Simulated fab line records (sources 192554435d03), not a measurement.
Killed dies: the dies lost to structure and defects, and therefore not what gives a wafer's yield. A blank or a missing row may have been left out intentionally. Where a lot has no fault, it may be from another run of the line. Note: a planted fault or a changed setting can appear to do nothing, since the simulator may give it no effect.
A struck lot beside a sound one | flow n5 finfet | 18 steps out of a route of 1938
Sound: the wafers L188.2, L188.4, L188.6. Struck: wafer L196.4 (L196.3, L196.5, from the same lot, were not struck and are left out); the cause is given at the end.
At each step with rows: each side's tool, then ch and its chambers, then its first start. Under that, the readings that differ: sound wafers | struck wafers | difference of the means | sigmas: that difference in standard deviations of wafers without a fault.
alike: a reading whose means differ by less than 2 such deviations, as well as words and numbers matching on both sides. not compared: withheld readings; readings where some wafer has no value; bounds like >300 that might hide an equal value; numbers whose values overlap and for which the record gives no deviation.
The two part at a step that has a row with sigmas, a row that says differs or no value, or rows on one side only. Non-overlapping numbers with no deviation appear without sigmas and do not part them. Lack of a reading on every wafer of one side parts them only where that side has two or more wafers.

first, 1 step without rows for these wafers: N5_MIM_TOP_LITHO_HARDBAKE_09 (time 120 s).
N5_MIM_TOP_LITHO_CD_MEAS_08: target cd 2000 nm.
  sound on cd sem-01 ch 0, day 13 23:27; struck on cd sem-03 ch 0, day 16 02:29
  reading    | sound                | struck | difference | sigmas
  cd nm (nm) | 2001.5 2000.8 2002.3 | 1993.7 | -7.8       | -3
N5_MIM_TOP_LITHO_OVL_MEAS_11:
  sound on overlay-01 ch 0, day 13 23:29; struck on overlay-02 ch 0, day 16 02:31
  alike: MIM_TOP_OVL
N5_MIM_TOP_LITHO_INSPECT_12: inspects for defects (macro).
  sound on defect inspect-01, day 13 23:30; struck on defect inspect-01, day 16 02:32
  alike: raw defect count
N5_MIM_TOP_LITHO_DESCUM_10: chemistry O2, time 7.9 s.
  sound on rie diel-06 ch 1,2,3, day 13 23:32; struck on rie diel-01 ch 0, day 16 02:35
  reading                     | sound          | struck | difference | sigmas
  drypump motor current A (A) | 5.66 5.93 6.06 | 5.14   | -0.74      | -2
  alike: oes product au, rf vpp V, showerhead plenum p Torr, temp c, throttle valve pct
  not compared: rf hours counter h
N5_MIM_TOP_ETCH_ETCH_00: etches TiN in Cl2/BCl3, target depth 38.5 nm.
  sound on rie metal-01 ch 0, day 13 23:37; struck on rie metal-03 ch 1, day 16 02:42
  reading                     | sound             | struck | difference | sigmas
  drypump motor current A (A) | 6.2 6.3 6.2       | 5.5    | -0.7       | -2
  throttle valve pct (%)      | 22.66 22.68 22.66 | 23.12  | +0.45      | +3
  alike: oes product au
  not compared: rf hours counter h
N5_MIM_TOP_ETCH_STRIP_01: strips in O2.
  sound on rie diel-05 ch 2,3, day 13 23:46; struck on rie diel-02 ch 2, day 16 02:48
  alike: drypump motor current A, oes product au, rf vpp V, showerhead plenum p Torr, temp c, throttle valve pct
  not compared: rf hours counter h
N5_MIM_TOP_ETCH_PECVD_03: deposits SiNx from SiH4/NH3/N2, target thk 20 nm, time 17.6 s.
  sound on pecvd-03 ch 0,1, day 13 23:50; struck on pecvd-01 ch 1, day 16 02:52
  alike: heater power w, showerhead plenum p Torr, throttle valve pct
then, 4 steps without rows for these wafers: N5_MIM_BOT_LITHO_HMDS_01 (time 60 s); N5_MIM_BOT_LITHO_COAT_02; N5_MIM_BOT_LITHO_EBR_04; N5_MIM_BOT_LITHO_SOFTBAKE_03 (time 90 s).
N5_MIM_BOT_LITHO_EXPOSE_05: exposes mask MIM BOT.
  sound on krf scanner-01 ch 0, day 14 00:08; struck on krf scanner-01 ch 0, day 16 03:04
  reading              | sound          | struck | difference | sigmas
  focus offset nm (nm) | -0.8 -0.3 -0.3 | 0.7    | +1.2       | +2
  alike: mask
then, 3 steps without rows for these wafers: N5_MIM_BOT_LITHO_PEB_06; N5_MIM_BOT_LITHO_DEVELOP_07 (develop time 60 s); N5_MIM_BOT_LITHO_HARDBAKE_09 (time 120 s).
N5_MIM_BOT_LITHO_CD_MEAS_08: target cd 3000 nm.
  sound on cd sem-02 ch 0, day 14 00:19; struck on cd sem-02 ch 0, day 16 03:14
  reading    | sound                | struck | difference | sigmas
  cd nm (nm) | 2999.8 3002.5 2998.3 | 3036.6 | +36.4      | +16
N5_MIM_BOT_LITHO_OVL_MEAS_11:
  sound on overlay-02 ch 0, day 14 00:20; struck on overlay-02 ch 0, day 16 03:15
  alike: MIM_BOT_OVL

WHERE THEY PART
Last at N5_MIM_BOT_LITHO_CD_MEAS_08 as far as this record goes, first at N5_MIM_TOP_LITHO_CD_MEAS_08. Later steps at which nothing parts them and some readings are alike: N5_MIM_BOT_LITHO_OVL_MEAS_11.

WHY: whatever the simulator had introduced
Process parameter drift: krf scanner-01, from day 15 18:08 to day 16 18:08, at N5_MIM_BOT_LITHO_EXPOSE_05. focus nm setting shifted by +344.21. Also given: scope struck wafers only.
